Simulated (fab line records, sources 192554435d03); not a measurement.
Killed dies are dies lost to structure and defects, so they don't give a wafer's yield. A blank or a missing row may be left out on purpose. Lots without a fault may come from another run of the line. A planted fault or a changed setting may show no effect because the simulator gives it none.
Chamber matching | flow n5_finfet | N5_BEOL_M11_DESCUM_16 on rie_diel-02: 4 sister chambers
The step chemistry O2, time 7.9 s. 4 wafers are shown with their chamber, then 7 later ones without.

WAFERS WITH THEIR CHAMBER
wafer  | chamber | showerhead_plenum_p_Torr (Torr)
L078.1 | 2       | 2.07
L090.6 | 0       | 2.19
L094.2 | 3       | 2.15
L094.5 | 1       | 1.99

WAFERS WITHOUT THEIR CHAMBER
wafer  | showerhead_plenum_p_Torr (Torr)
L094.6 | 2.06
L093.3 | 1.99
L093.5 | 2.15
L093.6 | 2.19
L095.1 | 2.06
L095.2 | 2.15
L095.4 | 1.99

WHICH CHAMBER EACH WENT THROUGH
wafer  | from the rows above | in truth
L094.6 | 2                   | 2
L093.3 | 1                   | 1
L093.5 | 3                   | 3
L093.6 | 0                   | 0
L095.1 | 2                   | 2
L095.2 | 3                   | 3
L095.4 | 1                   | 1
Placed correctly: 7 of 7. Can't be placed from these rows: 0. Placed wrongly: 0.
How it was worked out, from the rows above alone: a wafer's distance from a chamber is the root of the sum, over the readings, of the square of ((its reading less the chamber's mean) divided by the reading's scatter). The wafer belongs to the nearest chamber; if the next one is less than 2 further off, it can't be placed. A chamber's mean is the mean of its shown wafers. The scatter: with one shown wafer a chamber, the root of the mean of the squares of how far each hidden wafer lies from its nearest shown one.
